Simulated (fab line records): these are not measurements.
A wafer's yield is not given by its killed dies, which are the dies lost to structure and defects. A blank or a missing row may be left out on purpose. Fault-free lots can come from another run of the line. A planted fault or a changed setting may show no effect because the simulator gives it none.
fab line records / flow n5_finfet / part 2 of 2: steps 24 to 34 of 34
[record] lots = 5 wafers = 15 last_day = 17
route steps=1938 shown BEOL_M1@796
lots untouched by any fault: they come from a run of this same line in which no faults occurred
start_h: the number of hours between the record's first day and the start of the first shown wafer of the lot / wait_h: how many hours have passed since the lot's step before this one / " repeats the value in the row above / L1.1+2: a row that stands for several wafers / - value missing, or start not given / * or withheld: withheld / < > ~ a bound
route shown NAME@n: NAME is a module with steps in the file, n the number in the route of the first one / usual: mean/standard deviation of fault-free wafers / same: alike in all rows / chamber/n: place in a boat / sites: each site's reading / _std_site: the standard deviation of these / _edge_site: inner sites' mean taken away from outer sites' mean / radius_mm: for every site, how far away it sits from the centre of the wafer / mask NAME#n: copy n / behind: the most recent tool/chamber to have shaped the wafer / hold: reason for holding the lot/hours on hold/outcome of the hold / device: the n, p or np transistor that did not switch / end of line: the same wafers' tests at the end of the route / for a step that has no rows: nothing shown but its recipe / killed: not the wafer's yield, but the dies lost to structure and defects at the first sort / map: per-die view of a wafer (x killed, . not killed, _ where there is no die)
set.NAME: the setting as run; set.NAME@STEP: as run at that earlier step / model.NAME: the simulator's own value behind a step, which no gauge read
lots at some steps of the route; a table a step, a row a wafer
services: from which hour (start_h, from the record's first day; less than 0 if before it) a tool's chamber was out of use, for how many hours, and why
[[steps]]
[step N5_BEOL_M1_ANNEAL_82]
[recipe] temp_c = 400 time_s = 240 ambient = vacuum
[usual] heater_power_w = 818/95
lot.wafer=L074.1 tool=pvd_sputter-01 chamber=- start_h=133.87 wait_h=0.0 heater_power_w=769
lot.wafer=L074.2 tool=pvd_sputter-01 chamber=- start_h=133.87 wait_h=0.0 heater_power_w=590
lot.wafer=L074.4 tool=pvd_sputter-01 chamber=- start_h=133.87 wait_h=0.0 heater_power_w=810
lot.wafer=L079.2 tool=pvd_sputter-03 chamber=- start_h=156.06 wait_h=0.0 heater_power_w=868
lot.wafer=L079.3 tool=pvd_sputter-03 chamber=- start_h=156.06 wait_h=0.0 heater_power_w=859
lot.wafer=L079.5 tool=pvd_sputter-03 chamber=- start_h=156.06 wait_h=0.0 heater_power_w=870
lot.wafer=L086.1 tool=pvd_sputter-02 chamber=- start_h=202.30 wait_h=0.0 heater_power_w=856
lot.wafer=L086.3 tool=pvd_sputter-02 chamber=- start_h=202.30 wait_h=0.0 heater_power_w=805
lot.wafer=L086.5 tool=pvd_sputter-02 chamber=- start_h=202.30 wait_h=0.0 heater_power_w=928
lot.wafer=L089.2 tool=pvd_sputter-01 chamber=- start_h=218.18 wait_h=0.0 heater_power_w=801
lot.wafer=L089.5 tool=pvd_sputter-01 chamber=- start_h=218.18 wait_h=0.0 heater_power_w=809
lot.wafer=L089.6 tool=pvd_sputter-01 chamber=- start_h=218.18 wait_h=0.0 heater_power_w=793
lot.wafer=L094.4 tool=pvd_sputter-02 chamber=- start_h=264.36 wait_h=0.0 heater_power_w=847
lot.wafer=L094.5 tool=pvd_sputter-02 chamber=- start_h=264.36 wait_h=0.0 heater_power_w=844
lot.wafer=L094.6 tool=pvd_sputter-02 chamber=- start_h=264.36 wait_h=0.0 heater_power_w=846
[step N5_BEOL_M1_SPUTTER_86]
[recipe] material = Cu target_thk_a = 45 temp_c = -20 chamber_pressure_pa = 0.07 power_w = withheld time_s = 8.29
[usual] throttle_valve_pct = 29.9/1.3
lot.wafer=L074.1 tool=pvd_sputter-01 chamber=- start_h=134.01 wait_h=0.1 throttle_valve_pct=29.0
lot.wafer=L074.2 tool=pvd_sputter-01 chamber=- start_h=134.01 wait_h=0.1 throttle_valve_pct=30.6
lot.wafer=L074.4 tool=pvd_sputter-01 chamber=- start_h=134.01 wait_h=0.1 throttle_valve_pct=28.7
lot.wafer=L079.2 tool=pvd_sputter-03 chamber=- start_h=156.20 wait_h=0.1 throttle_valve_pct=31.2
lot.wafer=L079.3 tool=pvd_sputter-03 chamber=- start_h=156.20 wait_h=0.1 throttle_valve_pct=31.3
lot.wafer=L079.5 tool=pvd_sputter-03 chamber=- start_h=156.20 wait_h=0.1 throttle_valve_pct=31.0
lot.wafer=L086.1 tool=pvd_sputter-02 chamber=- start_h=202.44 wait_h=0.1 throttle_valve_pct=30.7
lot.wafer=L086.3 tool=pvd_sputter-02 chamber=- start_h=202.44 wait_h=0.1 throttle_valve_pct=30.8
lot.wafer=L086.5 tool=pvd_sputter-02 chamber=- start_h=202.44 wait_h=0.1 throttle_valve_pct=29.0
lot.wafer=L089.2 tool=pvd_sputter-01 chamber=- start_h=218.32 wait_h=0.1 throttle_valve_pct=28.5
lot.wafer=L089.5 tool=pvd_sputter-01 chamber=- start_h=218.32 wait_h=0.1 throttle_valve_pct=27.1
lot.wafer=L089.6 tool=pvd_sputter-01 chamber=- start_h=218.32 wait_h=0.1 throttle_valve_pct=29.1
lot.wafer=L094.4 tool=pvd_sputter-02 chamber=- start_h=264.50 wait_h=0.1 throttle_valve_pct=30.6
lot.wafer=L094.5 tool=pvd_sputter-02 chamber=- start_h=264.50 wait_h=0.1 throttle_valve_pct=30.7
lot.wafer=L094.6 tool=pvd_sputter-02 chamber=- start_h=264.50 wait_h=0.1 throttle_valve_pct=30.8
[step N5_BEOL_M1_ANNEAL_87]
[recipe] temp_c = 400 time_s = 240 ambient = vacuum
[usual] heater_power_w = 817/95
lot.wafer=L074.1 tool=pvd_sputter-01 chamber=- start_h=134.09 wait_h=0.0 heater_power_w=761
lot.wafer=L074.2 tool=pvd_sputter-01 chamber=- start_h=134.09 wait_h=0.0 heater_power_w=600
lot.wafer=L074.4 tool=pvd_sputter-01 chamber=- start_h=134.09 wait_h=0.0 heater_power_w=812
lot.wafer=L079.2 tool=pvd_sputter-03 chamber=- start_h=156.28 wait_h=0.0 heater_power_w=857
lot.wafer=L079.3 tool=pvd_sputter-03 chamber=- start_h=156.28 wait_h=0.0 heater_power_w=865
lot.wafer=L079.5 tool=pvd_sputter-03 chamber=- start_h=156.28 wait_h=0.0 heater_power_w=901
lot.wafer=L086.1 tool=pvd_sputter-02 chamber=- start_h=202.52 wait_h=0.0 heater_power_w=863
lot.wafer=L086.3 tool=pvd_sputter-02 chamber=- start_h=202.52 wait_h=0.0 heater_power_w=816
lot.wafer=L086.5 tool=pvd_sputter-02 chamber=- start_h=202.52 wait_h=0.0 heater_power_w=911
lot.wafer=L089.2 tool=pvd_sputter-01 chamber=- start_h=218.40 wait_h=0.0 heater_power_w=804
lot.wafer=L089.5 tool=pvd_sputter-01 chamber=- start_h=218.40 wait_h=0.0 heater_power_w=776
lot.wafer=L089.6 tool=pvd_sputter-01 chamber=- start_h=218.40 wait_h=0.0 heater_power_w=777
lot.wafer=L094.4 tool=pvd_sputter-02 chamber=- start_h=264.58 wait_h=0.0 heater_power_w=836
lot.wafer=L094.5 tool=pvd_sputter-02 chamber=- start_h=264.58 wait_h=0.0 heater_power_w=830
lot.wafer=L094.6 tool=pvd_sputter-02 chamber=- start_h=264.58 wait_h=0.0 heater_power_w=835
[step N5_BEOL_M1_SPUTTER_88]
[recipe] material = Cu target_thk_a = 45 temp_c = -20 chamber_pressure_pa = 0.07 power_w = withheld time_s = 8.29
[usual] throttle_valve_pct = 29.9/1.3
lot.wafer=L074.1 tool=pvd_sputter-01 chamber=- start_h=134.23 wait_h=0.1 throttle_valve_pct=29.0
lot.wafer=L074.2 tool=pvd_sputter-01 chamber=- start_h=134.23 wait_h=0.1 throttle_valve_pct=30.5
lot.wafer=L074.4 tool=pvd_sputter-01 chamber=- start_h=134.23 wait_h=0.1 throttle_valve_pct=28.8
lot.wafer=L079.2 tool=pvd_sputter-03 chamber=- start_h=156.42 wait_h=0.1 throttle_valve_pct=31.3
lot.wafer=L079.3 tool=pvd_sputter-03 chamber=- start_h=156.42 wait_h=0.1 throttle_valve_pct=31.2
lot.wafer=L079.5 tool=pvd_sputter-03 chamber=- start_h=156.42 wait_h=0.1 throttle_valve_pct=31.0
lot.wafer=L086.1 tool=pvd_sputter-02 chamber=- start_h=202.66 wait_h=0.1 throttle_valve_pct=31.0
lot.wafer=L086.3 tool=pvd_sputter-02 chamber=- start_h=202.66 wait_h=0.1 throttle_valve_pct=30.5
lot.wafer=L086.5 tool=pvd_sputter-02 chamber=- start_h=202.66 wait_h=0.1 throttle_valve_pct=29.3
lot.wafer=L089.2 tool=pvd_sputter-01 chamber=- start_h=218.54 wait_h=0.1 throttle_valve_pct=28.5
lot.wafer=L089.5 tool=pvd_sputter-01 chamber=- start_h=218.54 wait_h=0.1 throttle_valve_pct=27.5
lot.wafer=L089.6 tool=pvd_sputter-01 chamber=- start_h=218.54 wait_h=0.1 throttle_valve_pct=29.3
lot.wafer=L094.4 tool=pvd_sputter-02 chamber=- start_h=264.72 wait_h=0.1 throttle_valve_pct=30.7
lot.wafer=L094.5 tool=pvd_sputter-02 chamber=- start_h=264.72 wait_h=0.1 throttle_valve_pct=30.9
lot.wafer=L094.6 tool=pvd_sputter-02 chamber=- start_h=264.72 wait_h=0.1 throttle_valve_pct=31.1
[step N5_BEOL_M1_ANNEAL_89]
[recipe] temp_c = 400 time_s = 240 ambient = vacuum
[usual] heater_power_w = 817/96
lot.wafer=L074.1 tool=pvd_sputter-01 chamber=- start_h=134.31 wait_h=0.0 heater_power_w=767
lot.wafer=L074.2 tool=pvd_sputter-01 chamber=- start_h=134.31 wait_h=0.0 heater_power_w=600
lot.wafer=L074.4 tool=pvd_sputter-01 chamber=- start_h=134.31 wait_h=0.0 heater_power_w=822
lot.wafer=L079.2 tool=pvd_sputter-03 chamber=- start_h=156.50 wait_h=0.0 heater_power_w=899
lot.wafer=L079.3 tool=pvd_sputter-03 chamber=- start_h=156.50 wait_h=0.0 heater_power_w=905
lot.wafer=L079.5 tool=pvd_sputter-03 chamber=- start_h=156.50 wait_h=0.0 heater_power_w=884
lot.wafer=L086.1 tool=pvd_sputter-02 chamber=- start_h=202.74 wait_h=0.0 heater_power_w=846
lot.wafer=L086.3 tool=pvd_sputter-02 chamber=- start_h=202.74 wait_h=0.0 heater_power_w=833
lot.wafer=L086.5 tool=pvd_sputter-02 chamber=- start_h=202.74 wait_h=0.0 heater_power_w=928
lot.wafer=L089.2 tool=pvd_sputter-01 chamber=- start_h=218.62 wait_h=0.0 heater_power_w=822
lot.wafer=L089.5 tool=pvd_sputter-01 chamber=- start_h=218.62 wait_h=0.0 heater_power_w=796
lot.wafer=L089.6 tool=pvd_sputter-01 chamber=- start_h=218.62 wait_h=0.0 heater_power_w=764
lot.wafer=L094.4 tool=pvd_sputter-02 chamber=- start_h=264.80 wait_h=0.0 heater_power_w=835
lot.wafer=L094.5 tool=pvd_sputter-02 chamber=- start_h=264.80 wait_h=0.0 heater_power_w=821
lot.wafer=L094.6 tool=pvd_sputter-02 chamber=- start_h=264.80 wait_h=0.0 heater_power_w=851
[step N5_BEOL_M1_SPUTTER_90]
[recipe] material = Cu target_thk_a = 45 temp_c = -20 chamber_pressure_pa = 0.07 power_w = withheld time_s = 8.29
[usual] throttle_valve_pct = 29.9/1.3
lot.wafer=L074.1 tool=pvd_sputter-01 chamber=- start_h=134.45 wait_h=0.1 throttle_valve_pct=28.9
lot.wafer=L074.2 tool=pvd_sputter-01 chamber=- start_h=134.45 wait_h=0.1 throttle_valve_pct=30.7
lot.wafer=L074.4 tool=pvd_sputter-01 chamber=- start_h=134.45 wait_h=0.1 throttle_valve_pct=28.3
lot.wafer=L079.2 tool=pvd_sputter-03 chamber=- start_h=156.64 wait_h=0.1 throttle_valve_pct=30.7
lot.wafer=L079.3 tool=pvd_sputter-03 chamber=- start_h=156.64 wait_h=0.1 throttle_valve_pct=31.2
lot.wafer=L079.5 tool=pvd_sputter-03 chamber=- start_h=156.64 wait_h=0.1 throttle_valve_pct=31.1
lot.wafer=L086.1 tool=pvd_sputter-02 chamber=- start_h=202.88 wait_h=0.1 throttle_valve_pct=30.8
lot.wafer=L086.3 tool=pvd_sputter-02 chamber=- start_h=202.88 wait_h=0.1 throttle_valve_pct=30.6
lot.wafer=L086.5 tool=pvd_sputter-02 chamber=- start_h=202.88 wait_h=0.1 throttle_valve_pct=29.0
lot.wafer=L089.2 tool=pvd_sputter-01 chamber=- start_h=218.76 wait_h=0.1 throttle_valve_pct=28.6
lot.wafer=L089.5 tool=pvd_sputter-01 chamber=- start_h=218.76 wait_h=0.1 throttle_valve_pct=27.4
lot.wafer=L089.6 tool=pvd_sputter-01 chamber=- start_h=218.76 wait_h=0.1 throttle_valve_pct=28.7
lot.wafer=L094.4 tool=pvd_sputter-02 chamber=- start_h=264.94 wait_h=0.1 throttle_valve_pct=30.6
lot.wafer=L094.5 tool=pvd_sputter-02 chamber=- start_h=264.94 wait_h=0.1 throttle_valve_pct=31.0
lot.wafer=L094.6 tool=pvd_sputter-02 chamber=- start_h=264.94 wait_h=0.1 throttle_valve_pct=31.0
[step N5_BEOL_M1_ANNEAL_91]
[recipe] temp_c = 400 time_s = 240 ambient = vacuum
[usual] heater_power_w = 818/95
lot.wafer=L074.1 tool=pvd_sputter-01 chamber=- start_h=134.53 wait_h=0.0 heater_power_w=767
lot.wafer=L074.2 tool=pvd_sputter-01 chamber=- start_h=134.53 wait_h=0.0 heater_power_w=599
lot.wafer=L074.4 tool=pvd_sputter-01 chamber=- start_h=134.53 wait_h=0.0 heater_power_w=811
lot.wafer=L079.2 tool=pvd_sputter-03 chamber=- start_h=156.72 wait_h=0.0 heater_power_w=892
lot.wafer=L079.3 tool=pvd_sputter-03 chamber=- start_h=156.72 wait_h=0.0 heater_power_w=864
lot.wafer=L079.5 tool=pvd_sputter-03 chamber=- start_h=156.72 wait_h=0.0 heater_power_w=898
lot.wafer=L086.1 tool=pvd_sputter-02 chamber=- start_h=202.96 wait_h=0.0 heater_power_w=851
lot.wafer=L086.3 tool=pvd_sputter-02 chamber=- start_h=202.96 wait_h=0.0 heater_power_w=829
lot.wafer=L086.5 tool=pvd_sputter-02 chamber=- start_h=202.96 wait_h=0.0 heater_power_w=920
lot.wafer=L089.2 tool=pvd_sputter-01 chamber=- start_h=218.84 wait_h=0.0 heater_power_w=802
lot.wafer=L089.5 tool=pvd_sputter-01 chamber=- start_h=218.84 wait_h=0.0 heater_power_w=770
lot.wafer=L089.6 tool=pvd_sputter-01 chamber=- start_h=218.84 wait_h=0.0 heater_power_w=775
lot.wafer=L094.4 tool=pvd_sputter-02 chamber=- start_h=265.02 wait_h=0.0 heater_power_w=829
lot.wafer=L094.5 tool=pvd_sputter-02 chamber=- start_h=265.02 wait_h=0.0 heater_power_w=811
lot.wafer=L094.6 tool=pvd_sputter-02 chamber=- start_h=265.02 wait_h=0.0 heater_power_w=873
[step N5_BEOL_M1_SPUTTER_92]
[recipe] material = Cu target_thk_a = 45 temp_c = -20 chamber_pressure_pa = 0.07 power_w = withheld time_s = 8.29
[usual] throttle_valve_pct = 29.8/1.3
lot.wafer=L074.1 tool=pvd_sputter-01 chamber=- start_h=134.67 wait_h=0.1 throttle_valve_pct=28.9
lot.wafer=L074.2 tool=pvd_sputter-01 chamber=- start_h=134.67 wait_h=0.1 throttle_valve_pct=30.6
lot.wafer=L074.4 tool=pvd_sputter-01 chamber=- start_h=134.67 wait_h=0.1 throttle_valve_pct=28.5
lot.wafer=L079.2 tool=pvd_sputter-03 chamber=- start_h=156.86 wait_h=0.1 throttle_valve_pct=31.2
lot.wafer=L079.3 tool=pvd_sputter-03 chamber=- start_h=156.86 wait_h=0.1 throttle_valve_pct=31.4
lot.wafer=L079.5 tool=pvd_sputter-03 chamber=- start_h=156.86 wait_h=0.1 throttle_valve_pct=30.7
lot.wafer=L086.1 tool=pvd_sputter-02 chamber=- start_h=203.10 wait_h=0.1 throttle_valve_pct=30.9
lot.wafer=L086.3 tool=pvd_sputter-02 chamber=- start_h=203.10 wait_h=0.1 throttle_valve_pct=30.6
lot.wafer=L086.5 tool=pvd_sputter-02 chamber=- start_h=203.10 wait_h=0.1 throttle_valve_pct=29.1
lot.wafer=L089.2 tool=pvd_sputter-01 chamber=- start_h=218.98 wait_h=0.1 throttle_valve_pct=28.3
lot.wafer=L089.5 tool=pvd_sputter-01 chamber=- start_h=218.98 wait_h=0.1 throttle_valve_pct=27.3
lot.wafer=L089.6 tool=pvd_sputter-01 chamber=- start_h=218.98 wait_h=0.1 throttle_valve_pct=29.0
lot.wafer=L094.4 tool=pvd_sputter-02 chamber=- start_h=265.16 wait_h=0.1 throttle_valve_pct=30.4
lot.wafer=L094.5 tool=pvd_sputter-02 chamber=- start_h=265.16 wait_h=0.1 throttle_valve_pct=30.7
lot.wafer=L094.6 tool=pvd_sputter-02 chamber=- start_h=265.16 wait_h=0.1 throttle_valve_pct=30.8
[step N5_BEOL_M1_ANNEAL_93]
[recipe] temp_c = 400 time_s = 240 ambient = vacuum
[usual] heater_power_w = 817/96
lot.wafer=L074.1 tool=pvd_sputter-01 chamber=- start_h=134.75 wait_h=0.0 heater_power_w=755
lot.wafer=L074.2 tool=pvd_sputter-01 chamber=- start_h=134.75 wait_h=0.0 heater_power_w=600
lot.wafer=L074.4 tool=pvd_sputter-01 chamber=- start_h=134.75 wait_h=0.0 heater_power_w=834
lot.wafer=L079.2 tool=pvd_sputter-03 chamber=- start_h=156.94 wait_h=0.0 heater_power_w=873
lot.wafer=L079.3 tool=pvd_sputter-03 chamber=- start_h=156.94 wait_h=0.0 heater_power_w=872
lot.wafer=L079.5 tool=pvd_sputter-03 chamber=- start_h=156.94 wait_h=0.0 heater_power_w=879
lot.wafer=L086.1 tool=pvd_sputter-02 chamber=- start_h=203.18 wait_h=0.0 heater_power_w=864
lot.wafer=L086.3 tool=pvd_sputter-02 chamber=- start_h=203.18 wait_h=0.0 heater_power_w=819
lot.wafer=L086.5 tool=pvd_sputter-02 chamber=- start_h=203.18 wait_h=0.0 heater_power_w=918
lot.wafer=L089.2 tool=pvd_sputter-01 chamber=- start_h=219.06 wait_h=0.0 heater_power_w=815
lot.wafer=L089.5 tool=pvd_sputter-01 chamber=- start_h=219.06 wait_h=0.0 heater_power_w=761
lot.wafer=L089.6 tool=pvd_sputter-01 chamber=- start_h=219.06 wait_h=0.0 heater_power_w=774
lot.wafer=L094.4 tool=pvd_sputter-02 chamber=- start_h=265.24 wait_h=0.0 heater_power_w=841
lot.wafer=L094.5 tool=pvd_sputter-02 chamber=- start_h=265.24 wait_h=0.0 heater_power_w=820
lot.wafer=L094.6 tool=pvd_sputter-02 chamber=- start_h=265.24 wait_h=0.0 heater_power_w=843
[step N5_BEOL_M1_SPUTTER_94]
[recipe] material = Cu target_thk_a = 45 temp_c = -20 chamber_pressure_pa = 0.07 power_w = withheld time_s = 8.29
[usual] throttle_valve_pct = 29.8/1.3
lot.wafer=L074.1 tool=pvd_sputter-01 chamber=- start_h=134.89 wait_h=0.1 throttle_valve_pct=28.8
lot.wafer=L074.2 tool=pvd_sputter-01 chamber=- start_h=134.89 wait_h=0.1 throttle_valve_pct=30.6
lot.wafer=L074.4 tool=pvd_sputter-01 chamber=- start_h=134.89 wait_h=0.1 throttle_valve_pct=28.5
lot.wafer=L079.2 tool=pvd_sputter-03 chamber=- start_h=157.08 wait_h=0.1 throttle_valve_pct=31.2
lot.wafer=L079.3 tool=pvd_sputter-03 chamber=- start_h=157.08 wait_h=0.1 throttle_valve_pct=31.0
lot.wafer=L079.5 tool=pvd_sputter-03 chamber=- start_h=157.08 wait_h=0.1 throttle_valve_pct=31.0
lot.wafer=L086.1 tool=pvd_sputter-02 chamber=- start_h=203.32 wait_h=0.1 throttle_valve_pct=31.1
lot.wafer=L086.3 tool=pvd_sputter-02 chamber=- start_h=203.32 wait_h=0.1 throttle_valve_pct=30.5
lot.wafer=L086.5 tool=pvd_sputter-02 chamber=- start_h=203.32 wait_h=0.1 throttle_valve_pct=29.0
lot.wafer=L089.2 tool=pvd_sputter-01 chamber=- start_h=219.20 wait_h=0.1 throttle_valve_pct=28.6
lot.wafer=L089.5 tool=pvd_sputter-01 chamber=- start_h=219.20 wait_h=0.1 throttle_valve_pct=27.2
lot.wafer=L089.6 tool=pvd_sputter-01 chamber=- start_h=219.20 wait_h=0.1 throttle_valve_pct=28.9
lot.wafer=L094.4 tool=pvd_sputter-02 chamber=- start_h=265.38 wait_h=0.1 throttle_valve_pct=30.6
lot.wafer=L094.5 tool=pvd_sputter-02 chamber=- start_h=265.38 wait_h=0.1 throttle_valve_pct=30.4
lot.wafer=L094.6 tool=pvd_sputter-02 chamber=- start_h=265.38 wait_h=0.1 throttle_valve_pct=30.7
[step N5_BEOL_M1_ANNEAL_95]
[recipe] temp_c = 400 time_s = 240 ambient = vacuum
[usual] heater_power_w = 817/96
lot.wafer=L074.1 tool=pvd_sputter-01 chamber=- start_h=134.97 wait_h=0.0 heater_power_w=797
lot.wafer=L074.2 tool=pvd_sputter-01 chamber=- start_h=134.97 wait_h=0.0 heater_power_w=604
lot.wafer=L074.4 tool=pvd_sputter-01 chamber=- start_h=134.97 wait_h=0.0 heater_power_w=808
lot.wafer=L079.2 tool=pvd_sputter-03 chamber=- start_h=157.16 wait_h=0.0 heater_power_w=881
lot.wafer=L079.3 tool=pvd_sputter-03 chamber=- start_h=157.16 wait_h=0.0 heater_power_w=871
lot.wafer=L079.5 tool=pvd_sputter-03 chamber=- start_h=157.16 wait_h=0.0 heater_power_w=867
lot.wafer=L086.1 tool=pvd_sputter-02 chamber=- start_h=203.40 wait_h=0.0 heater_power_w=870
lot.wafer=L086.3 tool=pvd_sputter-02 chamber=- start_h=203.40 wait_h=0.0 heater_power_w=836
lot.wafer=L086.5 tool=pvd_sputter-02 chamber=- start_h=203.40 wait_h=0.0 heater_power_w=939
lot.wafer=L089.2 tool=pvd_sputter-01 chamber=- start_h=219.28 wait_h=0.0 heater_power_w=802
lot.wafer=L089.5 tool=pvd_sputter-01 chamber=- start_h=219.28 wait_h=0.0 heater_power_w=777
lot.wafer=L089.6 tool=pvd_sputter-01 chamber=- start_h=219.28 wait_h=0.0 heater_power_w=762
lot.wafer=L094.4 tool=pvd_sputter-02 chamber=- start_h=265.46 wait_h=0.0 heater_power_w=837
lot.wafer=L094.5 tool=pvd_sputter-02 chamber=- start_h=265.46 wait_h=0.0 heater_power_w=823
lot.wafer=L094.6 tool=pvd_sputter-02 chamber=- start_h=265.46 wait_h=0.0 heater_power_w=844
[[services]]
tool=cvd_co-02 chamber=1 start_h=114.67 hours=- kind=clean
tool=cvd_co-01 chamber=- start_h=115.75 hours=1.1 kind=repair
tool=rie_diel-01 chamber=0 start_h=116.14 hours=1.5 kind=repair
tool=rie_diel-01 chamber=2 start_h=127.11 hours=6.6 kind=repair
tool=ald_metal-01 chamber=- start_h=131.39 hours=28.1 kind=pm
tool=cvd_co-02 chamber=- start_h=136.14 hours=0.6 kind=repair
tool=rie_diel-03 chamber=2 start_h=140.26 hours=5.8 kind=repair
tool=cvd_co-01 chamber=- start_h=142.51 hours=6.0 kind=pm
tool=ald_metal-03 chamber=0 start_h=142.71 hours=27.8 kind=repair
tool=ald_metal-03 chamber=- start_h=152.78 hours=0.6 kind=repair
tool=rie_diel-01 chamber=1 start_h=176.55 hours=- kind=clean
tool=rie_diel-01 chamber=1 start_h=176.55 hours=- kind=consumable_replace:focus_ring
tool=rie_diel-01 chamber=1 start_h=176.55 hours=15.4 kind=scheduled_down
tool=rie_diel-01 chamber=1 start_h=176.55 hours=15.4 kind=vent_cycle
tool=wet_bench-05 chamber=- start_h=202.72 hours=2.0 kind=repair
tool=ald_metal-01 chamber=- start_h=203.65 hours=0.5 kind=repair
tool=ald_metal-04 chamber=- start_h=204.95 hours=0.5 kind=repair
tool=rie_diel-01 chamber=3 start_h=207.40 hours=19.4 kind=repair
tool=cvd_co-01 chamber=- start_h=225.40 hours=8.7 kind=repair
tool=ald_metal-04 chamber=2 start_h=231.67 hours=6.8 kind=repair
tool=ald_metal-04 chamber=- start_h=239.21 hours=1.0 kind=repair
tool=cvd_co-01 chamber=1 start_h=243.35 hours=14.7 kind=repair
tool=cvd_co-01 chamber=2 start_h=245.00 hours=16.6 kind=repair
tool=cvd_co-02 chamber=- start_h=261.34 hours=3.8 kind=pm
